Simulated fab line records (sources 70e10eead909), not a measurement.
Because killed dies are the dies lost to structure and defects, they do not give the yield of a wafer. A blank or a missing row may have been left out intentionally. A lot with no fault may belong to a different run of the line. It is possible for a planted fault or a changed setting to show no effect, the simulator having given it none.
Problem report in the 8D (eight disciplines) form, filled by code	flow nand harc	the parts of the form that need people (team, actions taken, sign-off) are left out

## 1. WHAT WENT WRONG
thk nm at NHARC_A_ONON_D1_THK_MEAS_18 reads a mean of 1953 nm on 3 wafers of 3 lots; wafers without a fault read 1004 nm with a standard deviation of 7.5. So: +99 or more standard deviations from the usual mean.
The step: measures by ellipsometry.
First seen on wafer L981.3, day 11 03:41, on film metro-01. The record holds 44 wafers of 15 lots with a number at this step. By rule, "out" or "out of limits" means more than 4 standard deviations away from the usual mean. Any other wafer with a number is counted as sound.

## 2. WHAT THIS IS AND IS NOT
question	is	is not
which readings at this step	thk nm	-
which lots	L980, L981, L986	L969, L971, L972, L973, L974, L975, L976, L977, L978, L979, L984, L991
which wafers of those lots	L980.3, L981.3, L986.4	L980.2, L980.6, L981.2, L981.5, L986.5
read on which gauges	film metro-01, film metro-02	-
when	from day 11 03:41	up to then (32 sound wafers); but 9 sound wafers of L980, L984, L986, L991 came after

## 3. WHAT RULES OUT EACH SUSPECT
Counting: any tool at a process step up to the reading remains a suspect provided it ran every lot that is out. Sound lots after the first of them don't rule it out here, since some wafers of a struck lot are sound.
- the gauge at NHARC_A_ONON_D1_THK_MEAS_18: ruled out. The wafers that are out were read on 2 gauges (film metro-01, film metro-02).
- pecvd onon-02 at NHARC_A_ONON_D1_DEP_16 (target thk 1000 nm): kept. Ran every lot that is out, first one L981 (day 11 03:14); last sound lot up to then L978 (day 10 08:35).
Remaining after the count: pecvd onon-02 at NHARC_A_ONON_D1_DEP_16.

## 4. THE CAUSE (what the simulator had put in)
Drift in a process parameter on pecvd onon-02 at NHARC_A_ONON_D1_DEP_16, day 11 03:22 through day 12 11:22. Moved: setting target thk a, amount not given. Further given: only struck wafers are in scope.
After counting, this tool was the only one left.

## 5. THE CHAIN OF EFFECTS, in route order
One row per reading whose mean, taken over the struck wafers that have a number, lies over 3 standard deviations from the usual. Readings are gone through only where the record gives a usual standard deviation; hours: the median, over the lots, of the time from a lot's start at the first step in this table giving one to that lot's start at this step; sigmas: the change measured in usual standard deviations.
hours	step	reading	usual	on struck wafers	change	sigmas
0	NHARC_A_ONON_D1_THK_MEAS_18	thk nm	1004 nm	1953	+949	+99 or more
265	NHARC_END_SORT_01	killed at array	26	669	+643	+66
265	NHARC_END_SORT_01	killed dies	31	677	+646	+67

## 6. WHAT WOULD HAVE CAUGHT IT SOONER
Counted from the fault's start at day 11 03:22, it took 0 hours until the first out-of-limits reading at a measuring or inspecting step in this record, taken at day 11 03:41.
No tool reading at NHARC_A_ONON_D1_DEP_16 that has a usual standard deviation in the record was out on any struck wafer, so an alarm limit of 4 standard deviations on those readings would not have fired.
Lots out: 3; of these, L986 started NHARC_A_ONON_D1_DEP_16 on pecvd onon-02 after day 11 03:41. Holding the tool at that time would have saved it.
